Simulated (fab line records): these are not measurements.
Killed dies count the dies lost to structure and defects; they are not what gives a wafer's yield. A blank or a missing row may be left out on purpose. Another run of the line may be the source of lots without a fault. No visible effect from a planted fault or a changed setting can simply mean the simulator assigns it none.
Chamber matching | flow nand-harc | NHARC_P_ZERO_WELL_DESCUM_39 on rie-diel-10 has 4 sister chambers
The step chemistry O2, time 3 s. 8 wafers are shown with their chamber, then 8 later ones without.

EACH WAFER AND ITS CHAMBER
wafer  | chamber | drypump-motor-current-A (A) | oes-product-au (a.u.)
L078.6 | 3       | 4.7                         | 0.998
L081.6 | 0       | 5.4                         | 0.999
L081.3 | 3       | 4.7                         | 0.982
L081.5 | 1       | 6.4                         | 0.977
L084.1 | 0       | 5.4                         | 1.008
L084.4 | 2       | 6.0                         | 0.996
L084.6 | 1       | 6.4                         | 0.989
L085.1 | 2       | 6.1                         | 1.000

WAFERS MISSING THEIR CHAMBER
wafer  | drypump-motor-current-A (A) | oes-product-au (a.u.)
L085.2 | 6.4                         | 0.987
L085.5 | 5.4                         | 1.007
L087.2 | 4.7                         | 0.982
L087.5 | 4.7                         | 0.980
L087.6 | 6.1                         | 0.987
L091.1 | 6.1                         | 1.001
L091.2 | 5.5                         | 1.013
L091.3 | 6.4                         | 0.990

EACH ONE'S CHAMBER
wafer  | from the rows above | in truth
L085.2 | 1                   | 1
L085.5 | 0                   | 0
L087.2 | 3                   | 3
L087.5 | 3                   | 3
L087.6 | 2                   | 2
L091.1 | 2                   | 2
L091.2 | 0                   | 0
L091.3 | 1                   | 1
Correctly placed: 8 of 8. Not placeable from these rows: 0. Number placed wrongly: 0.
How it was worked out, from the rows above alone: a wafer's distance from a chamber is the root of the sum, over the readings, of the square of ((its reading less the chamber's mean) divided by the reading's scatter). If the next closest chamber is less than 2 further off than the closest, the wafer can't be placed; otherwise it belongs to the closest. Each chamber's mean is taken over the wafers shown for it. How the scatter is found: for the shown wafers, subtract from each reading the mean of its chamber, square and add these, divide the total by (wafers less chambers), then take the root.
